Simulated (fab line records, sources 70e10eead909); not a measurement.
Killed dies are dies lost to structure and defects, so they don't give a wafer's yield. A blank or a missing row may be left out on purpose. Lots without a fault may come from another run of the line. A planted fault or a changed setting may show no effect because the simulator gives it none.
Chamber matching | flow nand_harc | NHARC_P_CONTACT_CMP_24 on cmp-04: 4 sister chambers
The step polishes, t overpolish 30 s, target thk 200 nm. 20 wafers are shown with their chamber, then 10 later ones without.

WAFERS WITH THEIR CHAMBER
wafer  | chamber | motor_current_A (A) | time_to_endpoint_s (s) | edge_zone_pressure_frac
L074.1 | 2       | 12.6                | 45                     | 0.995
L074.4 | 0       | 12.2                | 46                     | 0.997
L074.6 | 2       | 13.9                | 45                     | 1.001
L075.3 | 1       | 12.8                | 38                     | 0.996
L075.5 | 1       | 12.7                | 37                     | 0.999
L075.6 | 2       | 13.0                | 43                     | 0.995
L076.3 | 0       | 13.0                | 44                     | 1.002
L076.5 | 0       | 12.3                | 45                     | 1.002
L076.6 | 3       | 14.0                | 41                     | 0.995
L077.2 | 3       | 14.1                | 40                     | 0.998
L077.3 | 1       | 13.4                | 36                     | 1.000
L077.5 | 0       | 12.7                | 42                     | 0.993
L079.1 | 0       | 12.4                | 42                     | 0.999
L079.2 | 2       | 13.3                | 39                     | 0.998
L079.4 | 3       | 14.3                | 38                     | 1.005
L080.1 | 2       | 12.6                | 41                     | 0.990
L080.3 | 1       | 13.3                | 36                     | 1.011
L080.5 | 0       | 13.0                | 40                     | 1.002
L081.1 | 0       | 12.6                | 39                     | 1.000
L081.2 | 3       | 13.7                | 39                     | 1.004

SIGNATURES (means of the wafers above)
reading                 | chamber 0 | chamber 1 | chamber 2 | chamber 3 | scatter within a chamber
motor_current_A         | 12.600    | 13.050    | 13.080    | 14.025    | 0.385
time_to_endpoint_s      | 42.57     | 36.75     | 42.60     | 39.50     | 2.16
edge_zone_pressure_frac | 0.99929   | 1.00150   | 0.99580   | 1.00050   | 0.00456
Rule: a wafer's distance from a chamber is the root of the sum, over the readings, of the square of ((its reading less the chamber's mean) divided by the reading's scatter). The wafer belongs to the nearest chamber; if the next one is less than 2 further off, it can't be placed. The scatter: the root of (the sum of the squares of (reading less its chamber's mean) over the shown wafers, divided by (wafers less chambers)).

WAFERS WITHOUT THEIR CHAMBER
wafer  | motor_current_A (A) | time_to_endpoint_s (s) | edge_zone_pressure_frac
L081.3 | 13.1                | 35                     | 0.999
L089.2 | 13.8                | 37                     | 0.999
L089.3 | 12.6                | 39                     | 1.002
L089.6 | 12.1                | 41                     | 1.001
L092.1 | 12.7                | 41                     | 0.996
L092.2 | 13.1                | 37                     | 0.999
L092.5 | 14.8                | 40                     | 1.001
L096.1 | 14.4                | 42                     | 1.005
L096.3 | 12.9                | 37                     | 1.002
L096.4 | 12.4                | 44                     | 1.006

WHICH CHAMBER EACH WENT THROUGH
wafer  | from the rows above          | in truth
L081.3 | 1                            | 1
L089.2 | can't be placed: 3 or 1 or 2 | 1
L089.3 | can't be placed: 1 or 0 or 2 | 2
L089.6 | can't be placed: 0 or 2 or 1 | 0
L092.1 | can't be placed: 0 or 2 or 1 | 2
L092.2 | 1                            | 1
L092.5 | 3                            | 3
L096.1 | 3                            | 3
L096.3 | 1                            | 1
L096.4 | can't be placed: 0 or 2      | 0
Placed correctly: 5 of 10. Can't be placed from these rows: 5 (the true chamber is among the candidates in 5). Placed wrongly: 0.
